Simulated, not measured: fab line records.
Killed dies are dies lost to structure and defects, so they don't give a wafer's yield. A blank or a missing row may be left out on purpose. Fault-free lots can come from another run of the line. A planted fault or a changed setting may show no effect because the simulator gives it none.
A struck lot beside a sound one :: flow n5Finfet :: 16 out of 1938 route steps
Sound: wafers L718.2, L718.5, L718.6. Wafers L709.1, L709.3, L709.5 were the ones struck. The cause is given at the end.
Per side, at each step with rows, come the tool, then ch with its chambers, and then its first start. Under that, the readings that differ: sound wafers :: struck wafers :: difference of the means :: sigmas: that difference in standard deviations of wafers without a fault.
alike: words and numbers the same on both sides, and readings whose means are apart by under 2 such deviations; not compared: readings that were withheld, readings missing a value for some wafer, numbers with overlapping values and no deviation given by the record, and bounds like >300 which may hide the same value.
The two part at a step that has a row with sigmas, a row that says differs or no value, or rows on one side only. Numbers that don't overlap but have no deviation are shown without sigmas and don't part them. Lack of a reading on every wafer of one side parts them only where that side has two or more wafers.

N5_HKMG_FIN_ETCH_86: etches SOC in N2/H2, stops on TiN, target depth 393.2 nm.
  sound on rieDiel-04 ch 0,2,3, day 8 18:07; struck on rieDiel-06 ch 1,2,3, day 6 09:55
  alike: chamberPressureMTorr, drypumpMotorCurrentA, n2FlowSccm, oesProductAu, rfVppV, showerheadPlenumPTorr, throttleValvePct
  not compared: rfHoursCounterH
then, 2 steps without rows for these wafers: N5_HKMG_FIN_STRIP_89 (strips SOC in N2/H2, time 20 s); N5_HKMG_FIN_WET_ETCH_87 (etches TiN in SC1, time 154.2 s, target depth 4.7 nm, rinse time 30 s).
N5_HKMG_FIN_STRIP_88: strips in N2/H2, time 360 s.
  sound on plasmaAsher-02 ch 0,1, day 8 18:22; struck on plasmaAsher-01 ch 1, day 6 10:10
  alike: drypumpMotorCurrentA, heaterPowerW, n2FlowSccm
  not compared: rfHoursCounterH
then, 3 steps without rows for these wafers: N5_HKMG_FIN_NWFM_ALD_20 (deposits TiAlC, target thk 2 nm, pulse time 3 s, purge time 2 s); N5_HKMG_FIN_ALD_71 (deposits TiN, target thk 1 nm, pulse time 1 s, purge time 3 s); N5_HKMG_FIN_COAT_66 (time 60 s, resist thk 300 nm).
N5_HKMG_FIN_ETCH_67: etches SOC in N2/H2, stops on TiN, target depth 388.9 nm.
  sound on rieDiel-05 ch 0,2, day 8 19:12; struck on rieDiel-05 ch 0,1,2, day 6 10:59
  alike: chamberPressureMTorr, drypumpMotorCurrentA, n2FlowSccm, oesProductAu, rfVppV, showerheadPlenumPTorr, throttleValvePct
  not compared: rfHoursCounterH
then, 2 steps without rows for these wafers: N5_HKMG_FIN_STRIP_90 (strips SOC in N2/H2, time 20 s); N5_HKMG_FIN_WET_ETCH_73 (etches the open film in SC1, time 42.3 s, target depth 1.3 nm, rinse time 30 s).
N5_HKMG_FIN_ETCHBACK_68: etches the open film in Cl2/Ar, stops on HfO2, target depth 0.5 nm.
  sound on rieMetal-01 ch 0,1, day 8 19:29; struck on rieMetal-03 ch 0,1, day 6 11:13
  alike: chamberPressureMTorr, drypumpMotorCurrentA, mfcArSccm, oesProductAu, throttleValvePct
  not compared: rfHoursCounterH
N5_HKMG_FIN_STRIP_69: strips in N2/H2, time 360 s.
  sound on plasmaAsher-02 ch 0,1, day 8 19:38; struck on plasmaAsher-01 ch 0,1, day 6 11:21
  alike: drypumpMotorCurrentA, heaterPowerW, n2FlowSccm
  not compared: rfHoursCounterH
N5_HKMG_FIN_ALD_21: deposits TiN, target thk 1.5 nm, pulse time 1 s, purge time 3 s.
  sound on aldMetal-01 ch 0,1,2, day 8 20:01; struck on aldMetal-03 ch 0,1,3, day 6 11:44
reading: susceptorTempC (C)
sound: 399.50 399.67 399.87
struck: 395.79 395.58 395.57
difference: -4.03
sigmas: -18
  alike: heaterPowerW, precursorPulseHeightRel
then, 1 step without rows for these wafers: N5_HKMG_FIN_ALD_72 (deposits W, target thk 2 nm, pulse time 1 s, purge time 2 s).
-- a jump in the record: the struck wafers' starts before and after are 4 days apart (it breaks off in module HKMG_FIN and resumes in module BEOL_M4, where the first step shown is number 1111 of the route) --
N5_BEOL_M4_RC_MEAS_101:
  sound on prober-02 ch 0, day 13 08:17; struck on prober-01 ch 0, day 10 02:05
  alike: DIBL_N, DIBL_P, IOFF_N, IOFF_P, ION_N, ION_P, SS_N, SS_P, VT_N, VT_P
following that, these wafers have no rows for 1 step: N5_PASSIVATION_PROBE_49.

## WHERE THEY PART
Only at N5_HKMG_FIN_ALD_21, within this record. Later steps at which nothing parts them and some readings are alike: N5_BEOL_M4_RC_MEAS_101.

WHY: the cause the simulator had injected
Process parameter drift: aldMetal-03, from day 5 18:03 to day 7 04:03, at N5_HKMG_FIN_ALD_21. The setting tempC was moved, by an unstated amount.
